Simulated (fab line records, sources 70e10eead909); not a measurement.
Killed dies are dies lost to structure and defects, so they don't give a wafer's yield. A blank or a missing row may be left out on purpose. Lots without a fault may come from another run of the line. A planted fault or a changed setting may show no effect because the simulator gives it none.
Problem report in the 8D (eight disciplines) form, filled by code | flow nand_harc | the parts of the form that need people (team, actions taken, sign-off) are left out

1. THE PROBLEM
killed_at_array at NHARC_END_SORT_01 reads a mean of 673 on 6 wafers of 2 lots; wafers without a fault read 58 with a standard deviation of 20. That is +31 standard deviations from the usual mean.
First seen on wafer L121.2, day 30 05:30, on prober-01. The record holds 6 wafers of 2 lots with a number at this step. Rule for "out", or "out of limits": more than 4 standard deviations from the usual mean. The other wafers with a number count as sound.

2. WHAT IT IS AND WHAT IT IS NOT
question                    | is                           | is not
which readings at this step | killed_at_array, killed_dies | killed_at_periphery, killed_open, killed_short
which lots                  | L121, L123                   | -
which wafers of those lots  | all that have a number       | -
read on which gauges        | prober-01, prober-02         | -
when                        | from day 30 05:30            | up to then (0 sound wafers)

3. SUSPECTS, AND WHAT RULES EACH OUT
Counting: a tool at a process step up to the reading stays a suspect if it ran every lot that is out and no sound lot after the first of them.
- the gauge at NHARC_END_SORT_01: ruled out. The wafers that are out were read on 2 gauges (prober-01, prober-02).
- rie_metal-02 at NHARC_A_WL_FILL_ETCHBACK_04 (etches the open film in NF3, target depth 60 nm, time 120 s): kept. It ran every lot that is out, first L121 (day 26 06:20), and no sound lot after that. Its own readings are out on those wafers: run_length_s.
Left after counting: rie_metal-02 at NHARC_A_WL_FILL_ETCHBACK_04.

4. THE CAUSE (what the simulator had put in)
Process parameter drift: rie_metal-02, from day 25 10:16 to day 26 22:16, at NHARC_A_WL_FILL_ETCHBACK_04. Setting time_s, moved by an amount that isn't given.
Counting left only this tool.

5. THE CHAIN OF EFFECTS, in route order
Each row: a reading whose mean over the struck wafers that have a number lies more than 3 standard deviations from the usual. Only readings for which the record gives a usual standard deviation are gone through. hours: the time from each lot's start at the first step in this table that gives one to its start at this step, as a median over the lots. sigmas: the change in usual standard deviations.
hours | step                        | reading         | usual   | on struck wafers | change | sigmas
0     | NHARC_A_WL_FILL_ETCHBACK_04 | run_length_s    | 141.3 s | 57.8             | -83.5  | -99 or more
96    | NHARC_END_SORT_01           | killed_at_array | 58      | 673              | +615   | +31
96    | NHARC_END_SORT_01           | killed_dies     | 63      | 677              | +614   | +31
The process steps in it:
- NHARC_A_WL_FILL_ETCHBACK_04: etches the open film in NF3, target depth 60 nm, time 120 s.

6. WHAT WOULD HAVE CAUGHT IT SOONER
In this record the first reading out of limits at a measuring or inspecting step was taken at day 30 05:30, 115 hours after the fault began at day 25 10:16.
The tool's own readings at NHARC_A_WL_FILL_ETCHBACK_04 were out on every struck wafer that the step has a row for (run_length_s): an alarm limit on them would have fired on the first of those.
All the lots that are out (2) had begun NHARC_A_WL_FILL_ETCHBACK_04 on rie_metal-02 by day 30 05:30. A hold on the tool at that time would have spared none of them.
